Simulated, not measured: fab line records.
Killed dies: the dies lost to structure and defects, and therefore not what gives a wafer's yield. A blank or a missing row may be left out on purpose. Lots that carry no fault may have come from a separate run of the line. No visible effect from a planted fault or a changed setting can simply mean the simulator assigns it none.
The tool behind it: which one? | flow nand-harc | 12 lots with 36 wafers sampled at 6 steps, on a route of 1302 steps

## WHAT THE GAUGES SHOWED, per wafer
NHARC_A_M1_CD_MEAS_09 targets a cd of 120 nm. Usual: cd-nm at 120.3 nm, with a standard deviation of 0.57.
lot  | measured     | on        | cd-nm (nm)        | flag
L459 | day 23 11:30 | cd-sem-01 | 121.6 119.3 120.3 |
L462 | day 24 13:58 | cd-sem-02 | 120.5 120.3 120.2 |
L466 | day 27 11:53 | cd-sem-02 | 120.1 120.5 120.2 |
L463 | day 27 14:58 | cd-sem-02 | 120.7 120.7 120.7 |
L469 | day 27 23:16 | cd-sem-02 | 120.9 120.2 120.5 |
L465 | day 28 07:14 | cd-sem-02 | 119.8 119.4 119.9 |
L468 | day 28 17:54 | cd-sem-03 | 120.2 120.5 120.5 |
L470 | day 29 01:35 | cd-sem-01 | 120.7 120.4 120.3 |
L471 | day 29 07:46 | cd-sem-03 | 120.4 120.7 119.2 |
L464 | day 29 10:50 | cd-sem-03 | 119.9 120.7 120.1 |
L481 | day 32 13:11 | cd-sem-01 | 120.1 120.8 122.2 |
L482 | day 34 01:16 | cd-sem-03 | 119.1 119.9 119.9 |

NHARC_END_SORT_01. Usual: defect-limited-yield 91.3 %, standard deviation 2.7; killed-at-array 54, standard deviation 18; killed-at-other 0.9, standard deviation 1.2; killed-at-periphery 4.4, standard deviation 2.9; killed-dies 59, standard deviation 18; killed-open 3.2, standard deviation 1.8; killed-short 2.6, standard deviation 1.8.
lot  | measured     | on        | defect-limited-yield (%) | killed-at-array | killed-at-other | killed-at-periphery | killed-dies | killed-open | killed-short | flag
L459 | day 25 06:27 | prober-01 | 95.4 95.6 95.7           | 27 24 26        | 1 1 2           | 3 5 1               | 31 30 29    | 3 2 1       | 2 1 3        |
L462 | day 26 01:59 | prober-01 | 87.6 86.7 88.8           | 72 83 70        | 1 1 4           | 11 6 2              | 84 90 76    | 2 2 3       | 7 3 0        |
L466 | day 28 23:00 | prober-01 | 95.7 95.7 96.5           | 21 27 21        | 0 0 1           | 8 2 2               | 29 29 24    | 8 5 1       | 4 6 3        |
L463 | day 29 00:13 | prober-02 | 93.2 91.6 91.6           | 44 55 52        | 0 0 4           | 2 2 1               | 46 57 57    | 3 1 2       | 5 1 2        |
L469 | day 29 14:12 | prober-01 | 91.3 88.8 93.1           | 54 69 44        | 1 0 0           | 4 7 3               | 59 76 47    | 1 4 3       | 3 3 1        |
L465 | day 29 19:08 | prober-02 | 90.8 89.1 88.8           | 49 61 66        | 0 0 0           | 13 13 10            | 62 74 76    | 2 3 5       | 5 4 3        |
L468 | day 30 16:32 | prober-02 | 89.7 89.4 89.8           | 67 71 68        | 2 1 0           | 1 0 1               | 70 72 69    | 3 5 2       | 5 6 1        |
L470 | day 30 18:10 | prober-01 | 91.9 92.0 90.3           | 49 49 62        | 0 1 0           | 6 4 4               | 55 54 66    | 5 1 3       | 2 3 6        |
L471 | day 31 00:28 | prober-01 | 93.9 93.9 92.8           | 37 39 47        | 1 0 0           | 3 2 2               | 41 41 49    | 7 0 2       | 2 2 2        |
L464 | day 31 00:22 | prober-02 | 91.9 94.4 93.8           | 48 35 40        | 1 1 1           | 6 2 1               | 55 38 42    | 2 2 1       | 3 0 0        |
L481 | day 34 01:23 | prober-02 | 85.7 85.4 86.0           | 88 95 94        | 1 0 0           | 8 4 1               | 97 99 95    | 1 1 2       | 6 1 1        |
L482 | day 36 00:13 | prober-02 | 96.6 96.5 94.2           | 20 19 34        | 1 2 3           | 2 3 2               | 23 24 39    | 1 2 5       | 3 1 1        |

## EACH LOT AND THE TOOL THAT RAN IT (in order: tool; ch and the chambers of the sampled wafers; start)
lot  | NHARC_A_M0_PRE_CLEAN_29                 | NHARC_A_M0_DEP_32               | NHARC_A_M1_EXPOSE_06               | NHARC_A_M1_STRIP_18
L459 | pvd-sputter-03, day 23 10:14 or earlier | pecvd-02 ch 0,2, day 23 10:14   | arfi-scanner-03 ch 0, day 23 11:22 | rie-diel-11 ch 1,3, day 23 12:04
L462 | pvd-sputter-02, day 24 12:35 or earlier | pecvd-01 ch 0,2, day 24 12:35   | arfi-scanner-02 ch 0, day 24 13:49 | rie-diel-11 ch 1,2, day 24 14:33
L466 | pvd-sputter-01, day 27 10:38 or earlier | pecvd-01 ch 0,1,2, day 27 10:38 | arfi-scanner-02 ch 0, day 27 11:44 | rie-diel-02 ch 0,1,2, day 27 12:27
L463 | pvd-sputter-01, day 27 13:50 or earlier | pecvd-01 ch 0,1, day 27 13:50   | arfi-scanner-02 ch 0, day 27 14:49 | rie-diel-13 ch 0,2,3, day 27 15:34
L469 | pvd-sputter-03, day 27 22:11 or earlier | pecvd-02 ch 0,1, day 27 22:11   | arfi-scanner-02 ch 0, day 27 23:07 | rie-diel-11 ch 0,3, day 27 23:50
L465 | pvd-sputter-02, day 28 06:04 or earlier | pecvd-03 ch 0,1, day 28 06:04   | arfi-scanner-03 ch 0, day 28 07:05 | rie-diel-11 ch 0,2,3, day 28 07:53
L468 | pvd-sputter-02, day 28 16:42 or earlier | pecvd-01 ch 1,2, day 28 16:42   | arfi-scanner-01 ch 0, day 28 17:46 | rie-diel-11 ch 0,1,3, day 28 18:29
L470 | pvd-sputter-03, day 29 00:32 or earlier | pecvd-01 ch 0,2, day 29 00:32   | arfi-scanner-01 ch 0, day 29 01:27 | rie-diel-02 ch 1,2,3, day 29 02:11
L471 | pvd-sputter-03, day 29 06:27 or earlier | pecvd-03 ch 0,2, day 29 06:27   | arfi-scanner-02 ch 0, day 29 07:37 | rie-diel-11 ch 0,1,3, day 29 08:20
L464 | pvd-sputter-02, day 29 09:29 or earlier | pecvd-02 ch 0,1,2, day 29 09:29 | arfi-scanner-01 ch 0, day 29 10:41 | rie-diel-13 ch 0,2,3, day 29 11:26
L481 | pvd-sputter-01, day 32 12:04 or earlier | pecvd-01 ch 1,2, day 32 12:04   | arfi-scanner-02 ch 0, day 32 13:04 | rie-diel-11 ch 2,3, day 32 13:47
L482 | pvd-sputter-01, day 34 00:01 or earlier | pecvd-02 ch 0,2, day 34 00:01   | arfi-scanner-03 ch 0, day 34 01:08 | rie-diel-13 ch 0,1,3, day 34 01:53
- NHARC_A_M0_PRE_CLEAN_29: time 30 s.
- NHARC_A_M0_DEP_32: deposits SiCN, target thk 30 nm.
- NHARC_A_M1_EXPOSE_06: exposes mask A M1, target cd 120 nm.
- NHARC_A_M1_STRIP_18: strips in N2/H2.

## WHAT THE TOOLS THEMSELVES READ (means of the sampled wafers that have a number; where no wafer has one, the mark that the record gives instead)
NHARC_A_M0_PRE_CLEAN_29. Usual: heater-power-w at 427 W, with a standard deviation of 33.
lot  | tool           | heater-power-w (W) | flag
L459 | pvd-sputter-03 | 458                |
L462 | pvd-sputter-02 | 401                |
L466 | pvd-sputter-01 | 442                |
L463 | pvd-sputter-01 | 466                |
L469 | pvd-sputter-03 | 470                |
L465 | pvd-sputter-02 | 393                |
L468 | pvd-sputter-02 | 388                |
L470 | pvd-sputter-03 | 425                |
L471 | pvd-sputter-03 | 452                |
L464 | pvd-sputter-02 | 389                |
L481 | pvd-sputter-01 | 429                |
L482 | pvd-sputter-01 | 430                |

NHARC_A_M0_DEP_32. Usual: heater-power-w 580 W, standard deviation 72; showerhead-vpp-V 1305 V, standard deviation 56.
lot  | tool     | heater-power-w (W) | showerhead-vpp-V (V) | flag
L459 | pecvd-02 | 615                | 1325                 |
L462 | pecvd-01 | 572                | 1330                 |
L466 | pecvd-01 | 571                | 1344                 |
L463 | pecvd-01 | 563                | 1325                 |
L469 | pecvd-02 | 521                | 1283                 |
L465 | pecvd-03 | 620                | 1318                 |
L468 | pecvd-01 | 528                | 1349                 |
L470 | pecvd-01 | 646                | 1324                 |
L471 | pecvd-03 | 664                | 1294                 |
L464 | pecvd-02 | 540                | 1271                 |
L481 | pecvd-01 | 527                | 1347                 |
L482 | pecvd-02 | 545                | 1341                 |

NHARC_A_M1_STRIP_18. Usual: drypump-motor-current-A 5.76 A, standard deviation 0.27; oes-product-au 0.995 a.u., standard deviation 0.0089; rf-vpp-V 90.6 V, standard deviation 1; showerhead-plenum-p-Torr 2.02 Torr, standard deviation 0.081; throttle-valve-pct 14.171 %, standard deviation 0.0087.
lot  | tool        | drypump-motor-current-A (A) | oes-product-au (a.u.) | rf-vpp-V (V) | showerhead-plenum-p-Torr (Torr) | throttle-valve-pct (%) | flag
L459 | rie-diel-11 | 6.05                        | 0.995                 | 91.6         | 2.06                            | 14.166                 |
L462 | rie-diel-11 | 5.46                        | 0.988                 | 89.3         | 1.96                            | 14.172                 |
L466 | rie-diel-02 | 5.73                        | 0.995                 | 90.2         | 2.03                            | 14.175                 |
L463 | rie-diel-13 | 5.80                        | 1.000                 | 90.4         | 1.96                            | 14.169                 |
L469 | rie-diel-11 | 6.14                        | 0.999                 | 91.8         | 2.13                            | 14.167                 |
L465 | rie-diel-11 | 5.83                        | 0.987                 | 91.3         | 2.08                            | 14.167                 |
L468 | rie-diel-11 | 5.88                        | 0.995                 | 91.5         | 2.04                            | 14.164                 |
L470 | rie-diel-02 | 5.82                        | 0.994                 | 90.3         | 1.99                            | 14.171                 |
L471 | rie-diel-11 | 5.87                        | 0.999                 | 90.6         | 2.04                            | 14.171                 |
L464 | rie-diel-13 | 5.80                        | 0.999                 | 90.2         | 1.96                            | 14.173                 |
L481 | rie-diel-11 | 6.02                        | 0.990                 | 91.5         | 2.09                            | 14.175                 |
L482 | rie-diel-13 | 5.65                        | 0.996                 | 90.6         | 2.01                            | 14.170                 |

## THE ANSWER, worked out from the rows above alone
Rule: a lot counts as off when the mean over its wafers that have a number is more than 3 standard deviations away from the usual mean. A lot without any number at a reading at which 4 lots or more have one is off too. Any other lot the step has rows for is counted as sound. First the gauges in route order, then the tools' own readings, where a lot's mean is used as printed above. The first step at which some lot is off is used, and at that step the reading that is off furthest; a lot without a number counts as furthest.
None of the lots is off at any reading shown; this tells nothing.

## WHAT HAD BEEN PUT IN BY THE SIMULATOR
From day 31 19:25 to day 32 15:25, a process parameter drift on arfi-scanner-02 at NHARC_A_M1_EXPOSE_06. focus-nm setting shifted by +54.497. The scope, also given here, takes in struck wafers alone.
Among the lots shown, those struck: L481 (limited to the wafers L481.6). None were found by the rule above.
